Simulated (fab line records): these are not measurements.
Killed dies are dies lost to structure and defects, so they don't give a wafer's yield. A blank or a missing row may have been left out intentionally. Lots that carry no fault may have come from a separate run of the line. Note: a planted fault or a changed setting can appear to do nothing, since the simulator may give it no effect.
Check for tools in common -- flow nandHarc -- 11 lots, 36 wafers sampled

## REASON FOR OPENING
Flagged at NHARC_P_ZERO_WELL_CD_MEAS_24: reading cdNm, on 1 of 11 lots. Wafers without a fault read 721.7 nm, standard deviation 2.
Rule: a lot is flagged in two cases, either no wafer of it has a number, or all its wafers with numbers fall more than 4 standard deviations from that mean. All remaining lots are regarded as sound.

lot,measured,on,"cdNm (nm), wafer by wafer",flag
L327,day 4 10:49,cdSem-01,647.2 645.7 645.4 647.2 645.8 645.5,FLAGGED
L328,day 4 20:47,cdSem-02,722.5 724.1 722.2,
L331,day 6 02:36,cdSem-01,722.5 720.6 723.2,
L334,day 7 09:17,cdSem-03,722.0 720.2 718.2,
L335,day 7 18:29,cdSem-02,723.7 722.1 722.2,
L336,day 8 04:35,cdSem-02,721.4 722.4 721.5,
L337,day 8 14:27,cdSem-02,720.6 720.9 720.2,
L338,day 9 00:36,cdSem-01,719.6 720.8 722.4,
L341,day 10 06:37,cdSem-03,720.8 722.5 721.1,
L342,day 10 16:28,cdSem-01,718.5 721.2 718.1,
L343,day 11 02:19,cdSem-02,721.7 725.5 722.7,
On average the flagged lots' numbers are 646.1 nm, which is -75.6 nm against the usual, or -38 standard deviations.

## WHICH TOOL EACH LOT WENT THROUGH
2 process steps preceding the reading are held in the record, out of 1302 steps in the route. Cell contents, in order: the tool; ch with the chambers the sampled wafers went through; the start.
lot,flag,NHARC_P_ZERO_WELL_DESCUM_13,NHARC_P_ZERO_WELL_EXPOSE_21
L327,FLAGGED,"rieDiel-10 ch 1,2,3, day 4 09:23","krfScanner-02 ch 0, day 4 10:39"
L328,,"rieDiel-05 ch 0,1, day 4 19:31","krfScanner-04 ch 0, day 4 20:37"
L331,,"rieDiel-11 ch 2,3, day 6 01:24","krfScanner-02 ch 0, day 6 02:26"
L334,,"rieDiel-11 ch 0,2,3, day 7 07:59","krfScanner-03 ch 0, day 7 09:08"
L335,,"rieDiel-05 ch 1,2,3, day 7 17:19","krfScanner-04 ch 0, day 7 18:20"
L336,,"rieDiel-11 ch 0,1,2, day 8 03:24","krfScanner-02 ch 0, day 8 04:25"
L337,,"rieDiel-11 ch 0,3, day 8 13:20","krfScanner-02 ch 0, day 8 14:18"
L338,,"rieDiel-11 ch 0,2,3, day 8 23:25","krfScanner-04 ch 0, day 9 00:27"
L341,,"rieDiel-10 ch 0,1,2, day 10 05:24","krfScanner-02 ch 0, day 10 06:28"
L342,,"rieDiel-10 ch 0,2,3, day 10 15:17","krfScanner-03 ch 0, day 10 16:18"
L343,,"rieDiel-11 ch 1,2,3, day 11 01:16","krfScanner-03 ch 0, day 11 02:10"
What these steps do:
- NHARC_P_ZERO_WELL_DESCUM_13: chemistry O2, time 3 s.
- NHARC_P_ZERO_WELL_EXPOSE_21: exposes mask P NWELL, target cd 720 nm.
- NHARC_P_ZERO_WELL_CD_MEAS_24: target cd 720 nm.

## FLAGGED AGAINST TOTAL, ONE TOOL AT A TIME (gauges that did the reading follow at the end)
step,tool,lots run,flagged,share of the flagged lots,sound lots run after its first flagged lot
NHARC_P_ZERO_WELL_DESCUM_13,rieDiel-05,2,0,none,-
NHARC_P_ZERO_WELL_DESCUM_13,rieDiel-10,3,1,all,"2 (L341,L342)"
NHARC_P_ZERO_WELL_DESCUM_13,rieDiel-11,6,0,none,-
NHARC_P_ZERO_WELL_EXPOSE_21,krfScanner-02,5,1,all,"4 (L331,L336,L337,L341)"
NHARC_P_ZERO_WELL_EXPOSE_21,krfScanner-03,3,0,none,-
NHARC_P_ZERO_WELL_EXPOSE_21,krfScanner-04,3,0,none,-
NHARC_P_ZERO_WELL_CD_MEAS_24,cdSem-01,4,1,all,"3 (L331,L338,L342)"
NHARC_P_ZERO_WELL_CD_MEAS_24,cdSem-02,5,0,none,-
NHARC_P_ZERO_WELL_CD_MEAS_24,cdSem-03,2,0,none,-

## WHAT THE TABLE ALLOWS
Every flagged lot was run by 3 rows of the table: rieDiel-10 at NHARC_P_ZERO_WELL_DESCUM_13, krfScanner-02 at NHARC_P_ZERO_WELL_EXPOSE_21 and cdSem-01 at NHARC_P_ZERO_WELL_CD_MEAS_24.
- rieDiel-10 at NHARC_P_ZERO_WELL_DESCUM_13: 1 of its 3 lots flagged. Sound lots ran on it after the first flagged one (L341, L342), which a lasting fault on the whole tool wouldn't allow.
- krfScanner-02 at NHARC_P_ZERO_WELL_EXPOSE_21: 1 of its 5 lots flagged. Sound lots ran on it after the first flagged one (L331, L336, L337, L341), which a lasting fault on the whole tool wouldn't allow.
- cdSem-01 at NHARC_P_ZERO_WELL_CD_MEAS_24: 1 of its 4 lots flagged. Sound lots ran on it after the first flagged one (L331, L338, L342), which a lasting fault on the whole tool wouldn't allow.
Every row of the table either missed a flagged lot or ran a sound lot after the first.

## WHAT HAD BEEN PUT IN BY THE SIMULATOR
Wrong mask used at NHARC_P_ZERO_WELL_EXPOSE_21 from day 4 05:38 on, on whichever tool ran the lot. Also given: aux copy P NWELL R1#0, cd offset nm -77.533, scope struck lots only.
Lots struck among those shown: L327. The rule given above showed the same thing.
